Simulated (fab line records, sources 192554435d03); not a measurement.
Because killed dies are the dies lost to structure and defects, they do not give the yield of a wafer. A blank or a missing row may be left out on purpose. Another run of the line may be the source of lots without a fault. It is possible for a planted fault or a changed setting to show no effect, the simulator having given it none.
The tool behind it: which one? || flow n5-finfet || 30 wafers from 10 lots sampled at 5 of the route's 1938 steps

## WHAT EACH GAUGE READ, for each wafer
N5_BEOL_M4_RC_MEAS_101.
{"lot": "L180", "measured": "day 10 06:55", "on": "prober-02", "DIBL_N (mV/V)": "35.6 37.4 34.8"}
{"lot": "L182", "measured": "day 10 21:10", "on": "prober-01", "DIBL_N (mV/V)": "35.9 37.0 38.1"}
{"lot": "L183", "measured": "day 10 22:46", "on": "prober-01", "DIBL_N (mV/V)": "36.2 36.9 35.3"}
{"lot": "L186", "measured": "day 11 14:56", "on": "prober-01", "DIBL_N (mV/V)": "32.7 36.4 33.4"}
{"lot": "L185", "measured": "day 11 17:17", "on": "prober-02", "DIBL_N (mV/V)": "34.1 33.8 33.7"}
{"lot": "L187", "measured": "day 11 17:41", "on": "prober-01", "DIBL_N (mV/V)": "39.4 37.4 37.5"}
{"lot": "L188", "measured": "day 12 08:23", "on": "prober-01", "DIBL_N (mV/V)": "35.5 33.3 35.3"}
{"lot": "L197", "measured": "day 14 07:49", "on": "prober-02", "DIBL_N (mV/V)": "38.0 39.0 37.8"}
{"lot": "L196", "measured": "day 14 14:19", "on": "prober-02", "DIBL_N (mV/V)": "38.1 35.2 35.7"}
{"lot": "L198", "measured": "day 14 16:10", "on": "prober-01", "DIBL_N (mV/V)": "37.0 36.8 38.7"}

## EACH LOT AND THE TOOL THAT RAN IT (in order: tool; ch and the chambers of the sampled wafers; start)
{"lot": "L180", "N5_BEOL_M4_ETCH_41": "rie-diel-02 ch 2,3, day 10 03:31 or earlier", "N5_BEOL_M4_ALD_84": "ald-metal-03 ch 1,2, day 10 03:31", "N5_BEOL_M4_SPUTTER_90": "pvd-sputter-01, day 10 05:08", "N5_BEOL_M4_ANNEAL_91": "pvd-sputter-01, day 10 05:13"}
{"lot": "L182", "N5_BEOL_M4_ETCH_41": "rie-diel-04 ch 1,2,3, day 10 17:02 or earlier", "N5_BEOL_M4_ALD_84": "ald-metal-04 ch 0,3, day 10 17:02", "N5_BEOL_M4_SPUTTER_90": "pvd-sputter-03, day 10 18:58", "N5_BEOL_M4_ANNEAL_91": "pvd-sputter-03, day 10 19:02"}
{"lot": "L183", "N5_BEOL_M4_ETCH_41": "rie-diel-05 ch 0,1,2, day 10 17:11 or earlier", "N5_BEOL_M4_ALD_84": "ald-metal-03 ch 0,1,2, day 10 17:11", "N5_BEOL_M4_SPUTTER_90": "pvd-sputter-01, day 10 20:42", "N5_BEOL_M4_ANNEAL_91": "pvd-sputter-01, day 10 20:47"}
{"lot": "L186", "N5_BEOL_M4_ETCH_41": "rie-diel-04 ch 0,1,3, day 11 09:46 or earlier", "N5_BEOL_M4_ALD_84": "ald-metal-01 ch 0,1, day 11 09:46", "N5_BEOL_M4_SPUTTER_90": "pvd-sputter-01, day 11 12:43", "N5_BEOL_M4_ANNEAL_91": "pvd-sputter-01, day 11 12:47"}
{"lot": "L185", "N5_BEOL_M4_ETCH_41": "rie-diel-02 ch 2,3, day 11 13:55 or earlier", "N5_BEOL_M4_ALD_84": "ald-metal-01 ch 0,2,3, day 11 13:55", "N5_BEOL_M4_SPUTTER_90": "pvd-sputter-03, day 11 15:28", "N5_BEOL_M4_ANNEAL_91": "pvd-sputter-03, day 11 15:32"}
{"lot": "L187", "N5_BEOL_M4_ETCH_41": "rie-diel-04 ch 2,3, day 11 14:05 or earlier", "N5_BEOL_M4_ALD_84": "ald-metal-04 ch 0,2,3, day 11 14:05", "N5_BEOL_M4_SPUTTER_90": "pvd-sputter-02, day 11 15:44", "N5_BEOL_M4_ANNEAL_91": "pvd-sputter-02, day 11 15:49"}
{"lot": "L188", "N5_BEOL_M4_ETCH_41": "rie-diel-02 ch 0,2,3, day 12 02:37 or earlier", "N5_BEOL_M4_ALD_84": "ald-metal-03 ch 0,1, day 12 02:37", "N5_BEOL_M4_SPUTTER_90": "pvd-sputter-02, day 12 06:01", "N5_BEOL_M4_ANNEAL_91": "pvd-sputter-02, day 12 06:06"}
{"lot": "L197", "N5_BEOL_M4_ETCH_41": "rie-diel-02 ch 1,2, day 14 02:48 or earlier", "N5_BEOL_M4_ALD_84": "ald-metal-03 ch 0,2, day 14 02:48", "N5_BEOL_M4_SPUTTER_90": "pvd-sputter-01, day 14 04:56", "N5_BEOL_M4_ANNEAL_91": "pvd-sputter-01, day 14 05:01"}
{"lot": "L196", "N5_BEOL_M4_ETCH_41": "rie-diel-04 ch 1,2, day 14 10:47 or earlier", "N5_BEOL_M4_ALD_84": "ald-metal-04 ch 1,2,3, day 14 10:47", "N5_BEOL_M4_SPUTTER_90": "pvd-sputter-03, day 14 12:24", "N5_BEOL_M4_ANNEAL_91": "pvd-sputter-03, day 14 12:29"}
{"lot": "L198", "N5_BEOL_M4_ETCH_41": "rie-diel-04 ch 0,3, day 14 12:26 or earlier", "N5_BEOL_M4_ALD_84": "ald-metal-03 ch 0,1, day 14 12:26", "N5_BEOL_M4_SPUTTER_90": "pvd-sputter-02, day 14 14:05", "N5_BEOL_M4_ANNEAL_91": "pvd-sputter-02, day 14 14:10"}
- N5_BEOL_M4_ETCH_41: etches SiCN in CH3F/O2, target depth 29.9 nm, time 52.5 s.
- N5_BEOL_M4_ALD_84: deposits TaN, pulse time 2 s, purge time 3 s, co reactant purge time 2 s.
- N5_BEOL_M4_SPUTTER_90: material Cu, target thk 4.5 nm, time 8.29 s.
- N5_BEOL_M4_ANNEAL_91: time 240 s.

## THE ANSWER, worked out from the rows above alone
Rule: the usual values come from the lots themselves. The widest of any qualifying gaps counts: lots, ordered by their means at a reading, are off when they make up no more than a third of the lots, leave a main group of 4 or more, and stand apart from it by 3 or more times the standard deviation of that group's means. If all means in a main group match to the digits the tables above print for the reading, that group is not used. A lot without any number at a reading at which 4 lots or more have one is off too. Any other lot the step has rows for is counted as sound.
No lot is off at any reading shown: from this, nothing can be told.

## WHAT THE SIMULATOR PUT IN
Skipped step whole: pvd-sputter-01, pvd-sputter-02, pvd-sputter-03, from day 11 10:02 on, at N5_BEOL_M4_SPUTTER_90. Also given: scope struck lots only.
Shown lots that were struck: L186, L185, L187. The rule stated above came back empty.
